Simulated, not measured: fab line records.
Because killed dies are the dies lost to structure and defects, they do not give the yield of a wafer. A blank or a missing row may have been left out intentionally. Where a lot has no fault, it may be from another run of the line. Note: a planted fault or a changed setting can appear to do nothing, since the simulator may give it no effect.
Chamber matching ; flow n5_finfet ; N5_BEOL_M8_STRIP_67 on rie_diel-02: 4 sister chambers
The step strips in CF4. 4 wafers are shown with their chamber, then 11 later ones without.

== WAFERS, EACH WITH ITS CHAMBER ==
wafer;chamber;showerhead_plenum_p_Torr (Torr)
L081.3;1;1.70
L083.4;0;1.79
L083.6;3;1.80
L089.1;2;1.83

== WAFERS WITHOUT THEIR CHAMBER ==
wafer;showerhead_plenum_p_Torr (Torr)
L089.2;1.79
L089.3;1.79
L089.4;1.91
L089.5;1.83
L089.6;1.91
L093.2;1.91
L093.3;1.82
L093.4;1.79
L095.2;1.79
L095.4;1.91
L095.6;1.82

== CHAMBER TAKEN BY EACH ==
wafer;from the rows above;in truth
L089.2;can't be placed: 0 or 3 or 2 or 1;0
L089.3;can't be placed: 0 or 3 or 2 or 1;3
L089.4;can't be placed: 2 or 3 or 0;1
L089.5;can't be placed: 2 or 3 or 0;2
L089.6;can't be placed: 2 or 3 or 0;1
L093.2;can't be placed: 2 or 3 or 0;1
L093.3;can't be placed: 2 or 3 or 0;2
L093.4;can't be placed: 0 or 3 or 2 or 1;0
L095.2;can't be placed: 0 or 3 or 2 or 1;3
L095.4;can't be placed: 2 or 3 or 0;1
L095.6;can't be placed: 2 or 3 or 0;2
0 of 11 placed correctly. These rows do not allow placing 11 (true chamber among the candidates in 7). 0 placed wrongly.
How it was worked out, from the rows above alone: a wafer's distance from a chamber is the root of the sum, over the readings, of the square of ((its reading less the chamber's mean) divided by the reading's scatter). The wafer belongs to the nearest chamber; if the next one is less than 2 further off, it can't be placed. A chamber's mean is the mean of its shown wafers. The scatter: root of mean squared gap, hidden wafer to nearest shown wafer, with one shown wafer a chamber.
